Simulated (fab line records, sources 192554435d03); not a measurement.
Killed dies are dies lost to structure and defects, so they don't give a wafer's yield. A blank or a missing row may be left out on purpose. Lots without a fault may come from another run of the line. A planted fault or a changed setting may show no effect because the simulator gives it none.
fab line records | flow n5_finfet | part 2 of 2: steps 25 to 30 of 30
record lots=5 wafers=15 last_day=16
route steps=1938 shown GATE_CUT@507 MOL_CONTACT_COAG@517
lots that met no fault: from a run of the same line without faults
start_h: hours from the record's first day to the start of the lot's first wafer shown | wait_h: hours since the lot's step before | " the same as in the row above | L1.1+2: a row that stands for several wafers | - no value, or no start given | * or withheld: withheld | < > ~ a bound
route shown NAME@n: a module of which the file shows steps, and the number in the route of the first | usual: mean/standard deviation of fault-free wafers | same: alike in all rows | chamber/n: place in a boat | sites: the reading at each site | _std_site: their standard deviation | _edge_site: outer sites' mean less inner sites' | radius_mm: how far each site lies from the wafer's centre | mask NAME#n: copy n | behind: the tool/chamber that last shaped the wafer | hold: why the lot was held/for how many hours/how that ended | device: the transistor (n, p or np) that didn't switch | end of line: the same wafers' tests at the end of the route | a step without rows: its recipe alone | killed: dies lost to structure and defects at the first sort, not the wafer's yield | map: a wafer's dies, x killed, . not, _ none there
set.NAME: the setting as run; set.NAME@STEP: as run at that earlier step | model.NAME: the simulator's own value behind a step, which no gauge read
lots at some steps of the route; a table a step, a row a wafer
services: from which hour (start_h, from the record's first day; less than 0 if before it) a tool's chamber was out of use, for how many hours, and why
## steps
# step N5_MOL_CONTACT_COAG_ETCH_106
# recipe chemistry=N2/H2 target=SOC target_depth_a=800 overetch_a=160 mask_material=SiARC temp_c=40 time_s=120 ion_energy_ev=200 pressure_mtorr=30 source_w=840 bias_w=150 n2_flow_sccm=200 h2_flow_sccm=200
# usual drypump_motor_current_A=5.8/0.45 oes_product_au=0.66/0.063 rf_vpp_V=524.2/2.3 showerhead_plenum_p_Torr=2.55/0.08 temp_c=40.00/0.11 throttle_valve_pct=17.84/0.23
# columns lot.wafer tool chamber start_h wait_h drypump_motor_current_A oes_product_au rf_hours_counter_h rf_vpp_V showerhead_plenum_p_Torr temp_c throttle_valve_pct
L077.1 rie_diel-05 1 104.30 0.0 5.1 0.64 195 526.8 2.63 40.12 17.98
L077.2 " 0 " " 5.8 0.65 194 524.5 2.62 39.76 17.68
L077.4 " 3 " " 6.5 0.65 176 525.4 2.65 39.95 18.19
L081.2 rie_diel-05 0 131.94 0.0 5.8 0.64 205 526.2 2.62 39.97 17.70
L081.4 " 1 " " 5.2 0.64 207 525.7 2.62 39.93 17.97
L081.5 " 2 " " 5.5 0.89 - 522.3 2.49 40.00 17.38
L086.2 rie_diel-02 3 168.13 0.0 6.0 0.77 43 522.6 2.47 40.05 17.74
L086.3 " 2 " " 5.8 0.63 244 522.1 2.49 40.01 18.09
L086.5 " 1 " " 5.4 0.66 - 525.7 2.65 39.73 17.81
L087.2 rie_diel-03 0 170.82 0.0 6.3 0.61 235 522.3 2.51 39.74 17.97
L087.3 " 2 " " 5.5 0.60 238 521.4 2.49 40.25 17.84
L087.6 " 2 " " 5.5 0.60 - 521.8 2.49 40.07 17.84
L092.3 rie_diel-03 0 204.20 0.0 6.3 0.61 247 521.6 2.50 39.90 17.98
L092.4 " 1 " " 6.3 0.69 - 524.2 2.54 40.06 17.73
L092.5 " 0 " " 6.3 0.61 - 522.5 2.50 40.14 17.98
# step N5_MOL_CONTACT_COAG_STRIP_107
# recipe chemistry=N2/H2 temp_c=40 n2_flow_sccm=200 h2_flow_sccm=200 rf_frequency_hz=6e+07
# columns lot.wafer tool chamber start_h wait_h
L077.1+2+4 rie_diel-05 1,0,3 104.38 0.0
L081.2+4+5 rie_diel-05 0,1,2 132.02 0.0
L086.2+3+5 rie_diel-02 3,2,1 168.21 0.0
L087.2+3+6 rie_diel-03 0,2,2 170.90 0.0
L092.3+4+5 rie_diel-03 0,1,0 204.28 0.0
# step N5_MOL_CONTACT_COAG_STRIP_108
# recipe chemistry=N2/H2 temp_c=40 n2_flow_sccm=200 h2_flow_sccm=200 rf_frequency_hz=6e+07
# columns lot.wafer tool chamber start_h wait_h
L077.1+2+4 rie_diel-05 1,0,3 104.39 0.0
L081.2+4+5 rie_diel-05 0,1,2 132.03 0.0
L086.2+3+5 rie_diel-02 3,2,1 168.22 0.0
L087.2+3+6 rie_diel-03 0,2,2 170.91 0.0
L092.3+4+5 rie_diel-03 0,1,0 204.29 0.0
# step N5_MOL_CONTACT_COAG_CONTACT_ETCH_14
# recipe chemistry=C4F6/O2 target=SiO2 target_depth_a=275 overetch_a=85 mask_material=SOC pressure_mtorr=30 source_w=370 bias_w=185 Ar_flow_sccm=300 C4F6_flow_sccm=16 O2_flow_sccm=10 time_s=20 ion_energy_ev=259.6
# usual drypump_motor_current_A=5.8/0.45 oes_f_703_au=0.74/0.057 oes_o_777_au=0.74/0.058 oes_product_au=0.63/0.06 rf_vpp_V=693.1/2.8 showerhead_plenum_p_Torr=2.90/0.086 throttle_valve_pct=21.30/0.2
# columns lot.wafer tool chamber start_h wait_h drypump_motor_current_A oes_f_703_au oes_o_777_au oes_product_au rf_hours_counter_h rf_vpp_V showerhead_plenum_p_Torr throttle_valve_pct
L077.1 rie_diel-05 1 104.40 0.0 5.1 0.76 0.75 0.61 195 696.1 2.98 21.51
L077.2 " 0 " " 5.7 0.75 0.75 0.62 194 695.4 2.97 21.12
L077.4 " 3 " " 6.5 0.74 0.73 0.62 176 696.2 2.99 21.55
L081.2 rie_diel-05 0 132.04 0.0 5.8 0.74 0.74 0.61 205 697.2 2.97 21.14
L081.4 " 1 " " 5.1 0.74 0.74 0.60 207 696.3 2.97 21.53
L081.5 " 2 " " 5.5 0.94 0.95 0.83 - 691.2 2.83 20.94
L086.2 rie_diel-02 3 168.23 0.0 6.0 0.85 0.84 0.73 43 690.2 2.80 21.26
L086.3 " 2 " " 5.8 0.67 0.68 0.59 244 691.9 2.83 21.51
L086.5 " 1 " " 5.4 0.70 0.71 0.63 - 695.1 3.01 21.26
L087.2 rie_diel-03 0 170.92 0.0 6.3 0.68 0.69 0.58 235 691.4 2.83 21.38
L087.3 " 2 " " 5.4 0.70 0.69 0.57 238 690.9 2.84 21.27
L087.6 " 2 " " 5.5 0.70 0.68 0.58 - 692.4 2.84 21.30
L092.3 rie_diel-03 0 204.30 0.0 6.3 0.68 0.68 0.57 247 690.4 2.82 21.36
L092.4 " 1 " " 6.3 0.77 0.77 0.65 - 693.5 2.90 21.39
L092.5 " 0 " " 6.3 0.68 0.68 0.57 - 690.8 2.82 21.38
# step N5_MOL_CONTACT_COAG_STRIP_109
# recipe chemistry=C4F6/O2 resist=SiARC rf_frequency_hz=6e+07
# columns lot.wafer tool chamber start_h wait_h
L077.1+2+4 rie_diel-05 1,0,3 104.42 0.0
L081.2+4+5 rie_diel-05 0,1,2 132.07 0.0
L086.2+3+5 rie_diel-02 3,2,1 168.25 0.0
L087.2+3+6 rie_diel-03 0,2,2 170.94 0.0
L092.3+4+5 rie_diel-03 0,1,0 204.32 0.0
# step N5_MOL_CONTACT_COAG_ETCH_15
# recipe chemistry=CH3F/O2 target=SiNx target_depth_a=70 mask_material=SOC stop_on=Si:P over_etch_frac=0.75 ion_energy_ev=120 pressure_mtorr=30 source_w=395 bias_w=73 Ar_flow_sccm=150 CH3F_flow_sccm=30 O2_flow_sccm=20
# usual drypump_motor_current_A=5.8/0.45 oes_f_703_au=0.74/0.06 oes_o_777_au=0.74/0.059 oes_product_au=0.54/0.051 rf_vpp_V=298/5.8 showerhead_plenum_p_Torr=2.01/0.063 throttle_valve_pct=16.39/0.21
# columns lot.wafer tool chamber start_h wait_h drypump_motor_current_A oes_f_703_au oes_o_777_au oes_product_au rf_hours_counter_h rf_vpp_V showerhead_plenum_p_Torr throttle_valve_pct
L077.1 rie_diel-05 1 104.43 0.0 5.1 0.74 0.73 0.52 195 299 2.08 16.63
L077.2 " 0 " " 5.8 0.74 0.73 0.53 194 299 2.07 16.24
L077.4 " 3 " " 6.5 0.74 0.73 0.53 176 302 2.08 16.60
L081.2 rie_diel-05 0 132.08 0.0 5.8 0.73 0.73 0.53 205 300 2.07 16.27
L081.4 " 1 " " 5.2 0.74 0.73 0.52 207 297 2.07 16.64
L081.5 " 2 " " 5.5 0.95 0.95 0.73 - 307 1.97 15.94
L086.2 rie_diel-02 3 168.26 0.0 5.9 0.86 0.84 0.63 43 294 1.94 16.29
L086.3 " 2 " " 5.8 0.67 0.68 0.52 244 311 1.97 16.60
L086.5 " 1 " " 5.4 0.71 0.72 0.54 - 303 2.09 16.28
L087.2 rie_diel-03 0 170.95 0.0 6.3 0.69 0.69 0.50 235 295 1.96 16.49
L087.3 " 2 " " 5.5 0.70 0.69 0.50 238 288 1.97 16.40
L087.6 " 2 " " 5.5 0.70 0.69 0.50 - 289 1.97 16.41
L092.3 rie_diel-03 0 204.33 0.0 6.3 0.68 0.68 0.50 247 295 1.96 16.52
L092.4 " 1 " " 6.3 0.77 0.76 0.56 - 289 2.02 16.41
L092.5 " 0 " " 6.3 0.68 0.69 0.49 - 296 1.96 16.53
## services
# columns tool chamber start_h hours kind
cmp-02 - 79.54 1.6 repair
wet_bench-02 - 89.63 1.0 repair
euv_scanner-02 - 89.70 4.6 pm
ald_sin-03 - 102.60 28.1 pm
cmp-04 - 106.64 0.4 repair
rie_diel-05 2 109.16 - clean
wet_bench-05 - 109.81 1.9 pm
euv_scanner-01 - 112.41 1.0 pm
cmp-02 - 122.65 1.1 repair
euv_scanner-02 - 123.46 1.0 pm
cmp-02 - 141.44 0.3 repair
rie_diel-05 1 141.45 1.7 repair
cmp-01 - 145.89 1.5 repair
wet_bench-04 - 151.81 1.9 repair
cmp-04 - 152.45 4.0 pm
euv_scanner-01 - 160.24 4.6 pm
euv_scanner-01 - 168.56 1.0 pm
ald_sin-03 - 178.17 14.0 pm
ald_sin-04 1 178.87 152.3 repair
euv_scanner-02 - 179.61 1.0 pm
plasma_asher-02 - 180.79 0.7 repair
cmp-01 - 189.89 0.5 repair
cmp-01 - 193.71 0.6 repair
wet_bench-02 - 194.69 1.9 pm
